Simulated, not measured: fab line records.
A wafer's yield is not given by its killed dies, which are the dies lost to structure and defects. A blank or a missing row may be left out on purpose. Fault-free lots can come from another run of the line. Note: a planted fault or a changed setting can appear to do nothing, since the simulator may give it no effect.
Matching of chambers :: flow n5_finfet :: 4 sister chambers for N5_BEOL_M2_ETCH_69 on rie_diel-02
The step etches SiARC in CF4, target depth 15.6 nm, time 26 s. 4 wafers are shown with their chamber, then 12 later ones without.

== WAFERS, EACH WITH ITS CHAMBER ==
wafer: L090.3
chamber: 0
drypump_motor_current_A (A): 5.7

wafer: L092.2
chamber: 3
drypump_motor_current_A (A): 5.1

wafer: L092.5
chamber: 2
drypump_motor_current_A (A): 5.5

wafer: L092.6
chamber: 1
drypump_motor_current_A (A): 4.7

== WAFERS WHOSE CHAMBER IS MISSING ==
wafer: L093.1
drypump_motor_current_A (A): 4.7

wafer: L093.3
drypump_motor_current_A (A): 5.1

wafer: L093.6
drypump_motor_current_A (A): 5.7

wafer: L094.1
drypump_motor_current_A (A): 5.1

wafer: L094.2
drypump_motor_current_A (A): 5.5

wafer: L094.3
drypump_motor_current_A (A): 4.6

wafer: L095.2
drypump_motor_current_A (A): 5.1

wafer: L095.3
drypump_motor_current_A (A): 5.5

wafer: L095.6
drypump_motor_current_A (A): 4.7

wafer: L096.4
drypump_motor_current_A (A): 5.1

wafer: L096.5
drypump_motor_current_A (A): 4.7

wafer: L096.6
drypump_motor_current_A (A): 5.5

== EACH ONE'S CHAMBER ==
wafer: L093.1
from the rows above: 1
in truth: 1

wafer: L093.3
from the rows above: 3
in truth: 3

wafer: L093.6
from the rows above: 0
in truth: 0

wafer: L094.1
from the rows above: 3
in truth: 3

wafer: L094.2
from the rows above: 2
in truth: 2

wafer: L094.3
from the rows above: 1
in truth: 1

wafer: L095.2
from the rows above: 3
in truth: 3

wafer: L095.3
from the rows above: 2
in truth: 2

wafer: L095.6
from the rows above: 1
in truth: 1

wafer: L096.4
from the rows above: 3
in truth: 3

wafer: L096.5
from the rows above: 1
in truth: 1

wafer: L096.6
from the rows above: 2
in truth: 2
Correct placement for 12 of the 12. Number that these rows cannot place: 0. Number placed wrongly: 0.
How it was worked out, from the rows above alone: a wafer's distance from a chamber is the root of the sum, over the readings, of the square of ((its reading less the chamber's mean) divided by the reading's scatter). If the next closest chamber is less than 2 further off than the closest, the wafer can't be placed; otherwise it belongs to the closest. The mean given for a chamber averages the wafers shown for that chamber. The scatter: root of mean squared gap, hidden wafer to nearest shown wafer, with one shown wafer a chamber.
